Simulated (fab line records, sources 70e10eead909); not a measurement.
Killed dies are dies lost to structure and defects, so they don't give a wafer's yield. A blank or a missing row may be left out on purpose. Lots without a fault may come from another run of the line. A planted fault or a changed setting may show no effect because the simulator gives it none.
Which tool did it? | flow nand_harc | 12 lots, 36 wafers sampled, at 5 steps of a route of 1159

WHAT THE GAUGES READ, wafer by wafer
NHARC_THIN_TSV_INSPECT_40. Usual: raw_defect_count 491, standard deviation 82.
lot  | measured     | on                | raw_defect_count | flag
L889 | day 19 05:56 | defect_inspect-01 | 453 538 546      |
L890 | day 19 09:20 | defect_inspect-02 | 503 354 399      |
L891 | day 19 15:47 | defect_inspect-01 | 507 477 456      |
L893 | day 20 07:55 | defect_inspect-01 | 652 484          |
L895 | day 21 11:44 | defect_inspect-01 | 502              |
L896 | day 21 11:44 | defect_inspect-01 | 448              |
L903 | day 22 10:27 | defect_inspect-02 | 670 641 500      |
L905 | day 22 22:19 | defect_inspect-01 | 404 380 365      |
L906 | day 24 01:42 | defect_inspect-02 | 513 376 459      |
L908 | day 23 20:52 | defect_inspect-02 | 555 439 478      |
L912 | day 24 09:40 | defect_inspect-02 | 485 435 412      |
L911 | day 25 05:42 | defect_inspect-02 | 637 688 588      |

NHARC_END_SORT_01. Usual: defect_limited_yield 95.2 %, standard deviation 1.4; killed_at_array 28, standard deviation 8.9; killed_at_other 0.8, standard deviation 1.2; killed_at_periphery 3.3, standard deviation 2.3; killed_dies 32, standard deviation 9.4; killed_open 3.2, standard deviation 1.8; killed_short 1.9, standard deviation 1.4; sort_bin_2_pct 1.4 %, standard deviation 0.56; sort_bin_3_pct 0.26 %, standard deviation 0.21; sort_bin_4_pct 3.1 %, standard deviation 1; sort_n_pass 645, standard deviation 9.4; sort_rim_yield_pct 95.7 %, standard deviation 2.4; sort_yield_pct 95.2 %, standard deviation 1.4.
lot  | measured     | on        | defect_limited_yield (%) | killed_at_array | killed_at_other | killed_at_periphery | killed_dies | killed_open | killed_short | sort_bin_2_pct (%) | sort_bin_3_pct (%) | sort_bin_4_pct (%) | sort_n_pass | sort_rim_yield_pct (%) | sort_yield_pct (%) | flag
L889 | day 19 18:21 | prober-01 | 96.9 96.5 96.5           | 19 19 19        | 1 0 0           | 1 5 5               | 21 24 24    | 3 3 4       | 0 0 1        | 0.7 0.7 1.5        | 0.30 0.15 0.15     | 2.1 2.7 1.9        | 656 653 653 | 96.2 97.2 95.3         | 96.9 96.5 96.5     |
L890 | day 19 17:35 | prober-02 | 97.9 98.4 97.5           | 11 10 16        | 0 0 0           | 3 1 1               | 14 11 17    | 4 1 1       | 3 2 5        | 0.6 0.4 0.7        | 0.15 0.15 0.30     | 1.3 1.0 1.5        | 663 666 660 | 98.1 97.2 94.3         | 97.9 98.4 97.5     |
L891 | day 20 01:26 | prober-02 | 96.5 97.6 97.6           | 17 14 14        | 1 0 0           | 6 2 2               | 24 16 16    | 8 3 1       | 5 1 1        | 0.9 0.6 0.4        | 0 0.30 0           | 2.7 1.5 1.9        | 653 661 661 | 93.4 98.1 100.0        | 96.5 97.6 97.6     |
L893 | day 20 11:47 | prober-02 | 0 95.0 95.9              | 19 26 20        | 0 1 0           | 658 7 8             | 677 34 28   | 2 1 4       | 2 1 2        | 97.6 2.1 2.4       | 0 0.44 0.30        | 2.4 2.5 1.5        | 0 643 649   | 0 94.3 98.1            | 0 95.0 95.9        | OFF
L895 | day 21 23:24 | prober-02 | 0 0 94.1                 | 31 48 38        | 0 0 0           | 646 629 2           | 677 677 40  | 4 3 3       | 0 1 2        | 96.5 95.0 1.8      | 0.15 0.44 0.30     | 3.4 4.6 3.8        | 0 0 637     | 0 0 96.2               | 0 0 94.1           | OFF
L896 | day 21 14:46 | prober-02 | 0 0.1 97.0               | 23 28 17        | 0 0 0           | 654 648 3           | 677 676 20  | 2 5 5       | 5 2 0        | 97.5 96.5 0.9      | 0.15 0.15 0.15     | 2.4 3.2 1.9        | 0 1 657     | 0 0.9 96.2             | 0 0.1 97.0         | OFF
L903 | day 22 13:32 | prober-01 | 94.7 95.6 94.7           | 35 24 33        | 0 2 1           | 1 4 2               | 36 30 36    | 4 5 4       | 3 2 5        | 1.8 1.3 1.8        | 0.44 0.44 0.30     | 3.1 2.7 3.2        | 641 647 641 | 95.3 96.2 99.1         | 94.7 95.6 94.7     |
L905 | day 23 05:02 | prober-01 | 92.9 93.6 94.4           | 35 32 26        | 4 3 5           | 9 8 7               | 48 43 38    | 5 3 1       | 0 2 3        | 2.2 1.8 0.9        | 0 0.44 0.30        | 4.9 4.1 4.4        | 629 634 639 | 91.5 94.3 90.6         | 92.9 93.6 94.4     |
L906 | day 24 04:44 | prober-02 | 94.4 94.5 94.7           | 28 35 32        | 0 0 0           | 10 2 4              | 38 37 36    | 1 5 3       | 2 0 0        | 1.3 1.3 1.8        | 0.30 0.30 0.15     | 4.0 3.8 3.4        | 639 640 641 | 92.5 98.1 94.3         | 94.4 94.5 94.7     |
L908 | day 23 23:56 | prober-01 | 94.8 96.9 97.9           | 30 15 14        | 0 1 0           | 5 5 0               | 35 21 14    | 4 3 2       | 2 2 2        | 1.3 1.0 0.3        | 0 0 0.15           | 3.8 2.1 1.6        | 642 656 663 | 96.2 100.0 98.1        | 94.8 96.9 97.9     |
L912 | day 24 15:29 | prober-01 | 95.7 95.3 95.4           | 26 30 29        | 0 0 0           | 3 2 2               | 29 32 31    | 5 4 1       | 0 1 5        | 1.2 1.6 1.3        | 0.30 0.59 0.30     | 2.8 2.5 3.0        | 648 645 646 | 93.4 97.2 98.1         | 95.7 95.3 95.4     |
L911 | day 25 08:47 | prober-01 | 96.2 96.5 95.6           | 22 19 23        | 0 0 1           | 4 5 6               | 26 24 30    | 4 3 1       | 3 3 2        | 0.4 0.9 1.0        | 0.30 0 0.15        | 3.1 2.7 3.2        | 651 653 647 | 100.0 97.2 94.3        | 96.2 96.5 95.6     |

WHICH TOOL RAN EACH LOT (tool, then ch and the chambers of the sampled wafers, then the start)
lot  | NHARC_P_BONDPAD_ECD_18         | NHARC_THIN_TSV_DESCUM_14           | NHARC_THIN_TSV_PVD_51
L889 | ecd_cu-02 ch 0,1, day 6 02:31  | rie_diel-02 ch 0,3, day 18 18:58   | pvd_sputter-01, day 19 05:56 or earlier
L890 | ecd_cu-02 ch 0,1, day 6 20:13  | rie_diel-09 ch 0,1,2, day 18 21:26 | pvd_sputter-01, day 19 09:20 or earlier
L891 | ecd_cu-01 ch 0,1, day 6 21:10  | rie_diel-11 ch 2,3, day 19 02:19   | pvd_sputter-01, day 19 15:47 or earlier
L893 | ecd_cu-02 ch 0,1, day 7 19:54  | rie_diel-02 ch 2, day 19 18:25     | pvd_sputter-02, day 20 07:55 or earlier
L895 | ecd_cu-02 ch 0,1, day 8 06:32  | rie_diel-11 ch 1, day 21 02:08     | pvd_sputter-01, day 21 11:44 or earlier
L896 | ecd_cu-02 ch 1, day 8 11:13    | rie_diel-02 ch 1, day 20 23:43     | pvd_sputter-01, day 21 11:44 or earlier
L903 | ecd_cu-01 ch 0,1, day 9 17:59  | rie_diel-02 ch 0,1,2, day 21 21:37 | pvd_sputter-02, day 22 10:27 or earlier
L905 | ecd_cu-01 ch 0,1, day 10 12:51 | rie_diel-11 ch 2,3, day 22 09:22   | pvd_sputter-02, day 22 22:19 or earlier
L906 | ecd_cu-02 ch 0,1, day 10 20:17 | rie_diel-09 ch 0,1,2, day 23 12:44 | pvd_sputter-02, day 24 01:42 or earlier
L908 | ecd_cu-02 ch 0,1, day 10 21:49 | rie_diel-09 ch 0,2,3, day 23 08:37 | pvd_sputter-01, day 23 20:52 or earlier
L912 | ecd_cu-02 ch 0,1, day 11 19:41 | rie_diel-02 ch 1,2,3, day 23 23:28 | pvd_sputter-03, day 24 09:40 or earlier
L911 | ecd_cu-02 ch 0,1, day 11 20:21 | rie_diel-02 ch 1,2, day 24 18:01   | pvd_sputter-03, day 25 05:42 or earlier
- NHARC_P_BONDPAD_ECD_18: material Cu, target thk 400 nm.
- NHARC_THIN_TSV_DESCUM_14: chemistry O2, time 3 s.
- NHARC_THIN_TSV_PVD_51: deposits Cu, target thk 100 nm.

WHAT THE TOOLS THEMSELVES READ (means of the sampled wafers that have a number; where no wafer has one, the mark that the record gives instead)
NHARC_P_BONDPAD_ECD_18. Usual: bath_temp_c 25.00 C, standard deviation 0.099.
lot  | tool      | bath_temp_c (C) | flag
L889 | ecd_cu-02 | 25.01           |
L890 | ecd_cu-02 | 24.92           |
L891 | ecd_cu-01 | 24.96           |
L893 | ecd_cu-02 | 24.97           |
L895 | ecd_cu-02 | 24.99           |
L896 | ecd_cu-02 | 25.05           |
L903 | ecd_cu-01 | 25.01           |
L905 | ecd_cu-01 | 24.98           |
L906 | ecd_cu-02 | 24.94           |
L908 | ecd_cu-02 | 25.02           |
L912 | ecd_cu-02 | 25.06           |
L911 | ecd_cu-02 | 25.08           |

NHARC_THIN_TSV_DESCUM_14. Usual: drypump_motor_current_A 6.1 A, standard deviation 0.41; oes_product_au 1.002 a.u., standard deviation 0.0082; rf_vpp_V 57.8 V, standard deviation 0.97; showerhead_plenum_p_Torr 1.95 Torr, standard deviation 0.076; throttle_valve_pct 11.310 %, standard deviation 0.0098.
lot  | tool        | drypump_motor_current_A (A) | oes_product_au (a.u.) | rf_vpp_V (V) | showerhead_plenum_p_Torr (Torr) | throttle_valve_pct (%) | flag
L889 | rie_diel-02 | 5.9                         | 1.004                 | 57.5         | 1.95                            | 11.294                 |
L890 | rie_diel-09 | 5.9                         | 0.990                 | 56.6         | 1.89                            | 11.317                 |
L891 | rie_diel-11 | 6.2                         | 1.011                 | 56.6         | 1.90                            | 11.305                 |
L893 | rie_diel-02 | 6.2                         | 0.994                 | 57.9         | 1.98                            | 11.314                 |
L895 | rie_diel-11 | 5.5                         | 0.998                 | 58.0         | 2.02                            | 11.320                 |
L896 | rie_diel-02 | 6.7                         | 0.991                 | 57.9         | 1.93                            | 11.307                 |
L903 | rie_diel-02 | 6.4                         | 1.005                 | 57.9         | 1.99                            | 11.312                 |
L905 | rie_diel-11 | 6.2                         | 1.005                 | 57.2         | 1.90                            | 11.302                 |
L906 | rie_diel-09 | 5.9                         | 1.003                 | 57.8         | 1.88                            | 11.306                 |
L908 | rie_diel-09 | 5.8                         | 1.003                 | 57.0         | 1.89                            | 11.292                 |
L912 | rie_diel-02 | 6.2                         | 1.005                 | 59.2         | 1.93                            | 11.304                 |
L911 | rie_diel-02 | 6.4                         | 1.008                 | 57.5         | 1.96                            | 11.314                 |

NHARC_THIN_TSV_PVD_51. Usual: throttle_valve_pct 29.9 %, standard deviation 0.88.
lot  | tool           | throttle_valve_pct (%) | flag
L889 | pvd_sputter-01 | 29.7                   |
L890 | pvd_sputter-01 | 29.7                   |
L891 | pvd_sputter-01 | 29.4                   |
L893 | pvd_sputter-02 | 29.9                   |
L895 | pvd_sputter-01 | 29.3                   |
L896 | pvd_sputter-01 | 30.9                   |
L903 | pvd_sputter-02 | 29.8                   |
L905 | pvd_sputter-02 | 29.4                   |
L906 | pvd_sputter-02 | 29.6                   |
L908 | pvd_sputter-01 | 29.9                   |
L912 | pvd_sputter-03 | 30.4                   |
L911 | pvd_sputter-03 | 30.2                   |

THE ANSWER, worked out from the rows above alone
Rule: a lot is off if the mean of its wafers that have a number lies more than 3 standard deviations from the usual mean. A lot without any number at a reading at which 4 lots or more have one is off too. The other lots that the step has rows for count as sound. The gauges are gone through in route order, then the tools' own readings, and for those a lot's mean is taken as printed above. The first step at which some lot is off is used, and at that step the reading that is off furthest; a lot without a number counts as furthest.
Off: L893, L895, L896, at NHARC_END_SORT_01 (killed_at_periphery).
A tool fits if, at a process step before that reading, it ran every lot that is off, and no sound lot after the first of them. The gauges at NHARC_END_SORT_01 are tried like those tools. NHARC_THIN_TSV_PVD_51 gives no start for some lots, so the hours and the order of its lots are those of NHARC_THIN_TSV_INSPECT_40. None of those tried fits.

WHAT THE SIMULATOR HAD PUT IN
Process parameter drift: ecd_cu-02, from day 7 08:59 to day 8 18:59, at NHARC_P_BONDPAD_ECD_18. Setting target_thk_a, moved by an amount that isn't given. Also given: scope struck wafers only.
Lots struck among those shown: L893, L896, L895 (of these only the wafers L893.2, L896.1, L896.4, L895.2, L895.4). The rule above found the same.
